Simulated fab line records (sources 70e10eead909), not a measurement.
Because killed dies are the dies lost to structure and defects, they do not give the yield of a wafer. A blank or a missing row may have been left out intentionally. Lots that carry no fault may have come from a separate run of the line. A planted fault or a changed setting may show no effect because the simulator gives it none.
Which of the tools did it? | flow nand_harc | 24 lots, 72 wafers sampled, at 5 steps of a route of 1159

== WHAT THE GAUGES READ, wafer by wafer ==
NHARC_A_CONTACT_CD_MEAS_08: the cd target is 100 nm. Usual: cd_nm at 99.8 nm, with a standard deviation of 0.52.
lot  | measured     | on        | cd_nm (nm)        | flag
L074 | day 16 21:16 | cd_sem-01 | 100.8 100.6 100.7 |
L075 | day 17 06:36 | cd_sem-01 | 100.3 101.0 100.3 |
L077 | day 17 10:09 | cd_sem-02 | 99.0 98.9 99.1    |
L076 | day 17 11:00 | cd_sem-01 | 100.7 99.5 99.6   |
L078 | day 17 21:32 | cd_sem-01 | 99.9 100.3 99.6   |
L079 | day 18 03:24 | cd_sem-01 | 100.0 99.9 99.4   |
L081 | day 18 13:58 | cd_sem-03 | 99.1 99.8 99.3    |
L082 | day 18 16:28 | cd_sem-03 | 99.7 100.2 99.6   |
L085 | day 19 02:26 | cd_sem-02 | 100.2 100.1 99.8  |
L083 | day 19 03:47 | cd_sem-03 | 99.7 98.9 99.4    |
L080 | day 19 08:12 | cd_sem-03 | 99.9 99.5 99.6    |
L084 | day 19 11:58 | cd_sem-03 | 99.8 99.7 100.1   |
L086 | day 19 19:40 | cd_sem-01 | 99.5 100.0 99.5   |
L087 | day 19 20:53 | cd_sem-01 | 100.2 99.5 100.0  |
L088 | day 20 06:06 | cd_sem-02 | 99.5 100.0 99.9   |
L089 | day 20 07:03 | cd_sem-02 | 99.9 99.8 99.5    |
L090 | day 21 00:09 | cd_sem-03 | 99.8 99.8 99.5    |
L091 | day 21 03:17 | cd_sem-03 | 99.4 100.3 99.7   |
L093 | day 21 15:12 | cd_sem-03 | 99.2 99.3 99.7    |
L092 | day 21 15:22 | cd_sem-03 | 98.6 98.7 98.7    |
L094 | day 21 18:42 | cd_sem-01 | 99.7 99.9 99.3    |
L095 | day 21 23:10 | cd_sem-03 | 100.0 100.1 99.7  |
L097 | day 22 13:31 | cd_sem-02 | 99.0 100.1 98.8   |
L096 | day 23 04:22 | cd_sem-02 | 100.4 100.4 100.4 |

NHARC_A_CONTACT_INSPECT_10. Usual: raw_defect_count at 29, with a standard deviation of 16.
lot  | measured     | on                | raw_defect_count | flag
L074 | day 16 21:23 | defect_inspect-02 | 20 18 14         |
L075 | day 17 06:43 | defect_inspect-02 | 12 12 13         |
L077 | day 17 10:17 | defect_inspect-02 | 33 32 31         |
L076 | day 17 11:07 | defect_inspect-01 | 20 12 29         |
L078 | day 17 21:39 | defect_inspect-02 | 8 11 10          |
L079 | day 18 03:32 | defect_inspect-01 | 36 45 37         |
L081 | day 18 14:05 | defect_inspect-02 | 39 28 31         |
L082 | day 18 16:35 | defect_inspect-01 | 23 17 24         |
L085 | day 19 02:34 | defect_inspect-02 | 24 30 17         |
L083 | day 19 03:55 | defect_inspect-01 | 25 24 21         |
L080 | day 19 08:19 | defect_inspect-01 | 49 42 38         |
L084 | day 19 12:05 | defect_inspect-01 | 30 29 22         |
L086 | day 19 19:47 | defect_inspect-02 | 36 54 48         |
L087 | day 19 21:01 | defect_inspect-02 | 11 22 15         |
L088 | day 20 06:13 | defect_inspect-01 | 49 49 43         |
L089 | day 20 07:10 | defect_inspect-02 | 14 19 14         |
L090 | day 21 00:16 | defect_inspect-01 | 13 11 11         |
L091 | day 21 03:25 | defect_inspect-01 | 40 61 62         |
L093 | day 21 15:20 | defect_inspect-01 | 19 12 13         |
L092 | day 21 15:29 | defect_inspect-02 | 51 45 65         |
L094 | day 21 18:49 | defect_inspect-01 | 66 59 53         |
L095 | day 21 23:18 | defect_inspect-01 | 41 34 58         |
L097 | day 22 13:38 | defect_inspect-01 | 16 17 14         |
L096 | day 23 04:30 | defect_inspect-01 | 17 19 14         |

== WHAT TOOL EACH LOT RAN ON (gives the tool, then ch and the chambers of the sampled wafers, and finally the start) ==
lot  | NHARC_A_CONTACT_ETCH_114             | NHARC_A_CONTACT_ETCH_127             | NHARC_A_CONTACT_ETCH_129
L074 | har_cap_etch-02 ch 0,1, day 16 04:35 | har_cap_etch-01 ch 1, day 16 13:52   | har_cap_etch-01 ch 1, day 16 14:08
L075 | har_cap_etch-02 ch 0,1, day 16 17:49 | har_cap_etch-01 ch 0,1, day 17 01:55 | har_cap_etch-01 ch 0,1, day 17 02:12
L077 | har_cap_etch-01 ch 0,1, day 16 21:36 | har_cap_etch-02 ch 0,1, day 17 04:25 | har_cap_etch-02 ch 0,1, day 17 04:42
L076 | har_cap_etch-02 ch 0,1, day 16 21:55 | har_cap_etch-03 ch 0,1, day 17 04:52 | har_cap_etch-03 ch 0,1, day 17 05:09
L078 | har_cap_etch-01 ch 0, day 17 07:54   | har_cap_etch-03 ch 1, day 17 16:02   | har_cap_etch-03 ch 1, day 17 16:19
L079 | har_cap_etch-01 ch 0,1, day 17 14:04 | har_cap_etch-02 ch 0,1, day 17 22:15 | har_cap_etch-02 ch 0,1, day 17 22:32
L081 | har_cap_etch-03 ch 0, day 18 00:16   | har_cap_etch-03 ch 0,1, day 18 09:16 | har_cap_etch-03 ch 0,1, day 18 09:33
L082 | har_cap_etch-02 ch 0,1, day 18 02:57 | har_cap_etch-02 ch 0,1, day 18 11:02 | har_cap_etch-02 ch 0,1, day 18 11:19
L085 | har_cap_etch-01 ch 0,1, day 18 14:34 | har_cap_etch-02 ch 0,1, day 18 21:22 | har_cap_etch-02 ch 0,1, day 18 21:39
L083 | har_cap_etch-03 ch 0,1, day 18 14:37 | har_cap_etch-01 ch 0,1, day 18 21:40 | har_cap_etch-01 ch 0,1, day 18 21:58
L080 | har_cap_etch-03 ch 0,1, day 18 19:25 | har_cap_etch-02 ch 0,1, day 19 03:23 | har_cap_etch-02 ch 0,1, day 19 03:40
L084 | har_cap_etch-03 ch 0,1, day 19 00:06 | har_cap_etch-03 ch 0,1, day 19 07:28 | har_cap_etch-03 ch 0,1, day 19 07:45
L086 | har_cap_etch-01 ch 0,1, day 19 05:34 | har_cap_etch-02 ch 0,1, day 19 12:31 | har_cap_etch-02 ch 0,1, day 19 12:53
L087 | har_cap_etch-02 ch 0,1, day 19 06:53 | har_cap_etch-01 ch 0,1, day 19 14:01 | har_cap_etch-01 ch 0,1, day 19 14:23
L088 | har_cap_etch-03 ch 0,1, day 19 18:14 | har_cap_etch-02 ch 0,1, day 20 01:31 | har_cap_etch-02 ch 0,1, day 20 01:49
L089 | har_cap_etch-02 ch 0,1, day 19 18:44 | har_cap_etch-01 ch 0,1, day 20 02:17 | har_cap_etch-01 ch 0,1, day 20 02:35
L090 | har_cap_etch-01 ch 0,1, day 20 11:51 | har_cap_etch-02 ch 0,1, day 20 18:58 | har_cap_etch-02 ch 0,1, day 20 19:16
L091 | har_cap_etch-03 ch 0,1, day 20 13:04 | har_cap_etch-01 ch 0,1, day 20 20:00 | har_cap_etch-01 ch 0,1, day 20 20:17
L093 | har_cap_etch-03 ch 0,1, day 20 21:13 | har_cap_etch-01 ch 0,1, day 21 06:16 | har_cap_etch-01 ch 0,1, day 21 06:33
L092 | har_cap_etch-02 ch 0,1, day 20 21:37 | har_cap_etch-02 ch 0,1, day 21 08:10 | har_cap_etch-02 ch 0,1, day 21 08:28
L094 | har_cap_etch-03 ch 0,1, day 21 05:00 | har_cap_etch-01 ch 0,1, day 21 14:01 | har_cap_etch-01 ch 0,1, day 21 14:17
L095 | har_cap_etch-03 ch 0,1, day 21 10:14 | har_cap_etch-01 ch 0,1, day 21 18:37 | har_cap_etch-01 ch 0,1, day 21 18:54
L097 | har_cap_etch-03 ch 0,1, day 22 00:47 | har_cap_etch-01 ch 0,1, day 22 08:35 | har_cap_etch-01 ch 0,1, day 22 08:52
L096 | har_cap_etch-03 ch 0,1, day 22 15:52 | har_cap_etch-01 ch 0,1, day 22 23:26 | har_cap_etch-01 ch 0,1, day 22 23:43
- NHARC_A_CONTACT_ETCH_114: etches the open film in C4F8/O2/Ar, time 94 s, target depth 922 nm.
- NHARC_A_CONTACT_ETCH_127: etches the open film in C4F8/O2/Ar, time 155 s, target depth 956 nm.
- NHARC_A_CONTACT_ETCH_129: etches the open film in C4F8/O2/Ar, time 155 s, target depth 956 nm.

== WHAT THE TOOLS THEMSELVES READ (means of the sampled wafers that have a number; where no wafer has one, the mark that the record gives instead) ==
The record holds no such reading with a usual standard deviation.

== THE ANSWER, worked out from the rows above alone ==
Rule: a lot is off if the mean of its wafers that have a number lies more than 3 standard deviations from the usual mean. Also off: a lot with no number at a reading for which 4 or more lots have one. Any other lot the step has rows for is counted as sound. After the gauges, taken in route order, come the tools' own readings; for these a lot's mean is taken, as printed above. The first step at which some lot is off is used, and at that step the reading that is off furthest; a lot without a number counts as furthest.
Nothing can be told from this: no lot is off at any reading shown.

== WHAT THE SIMULATOR PUT IN ==
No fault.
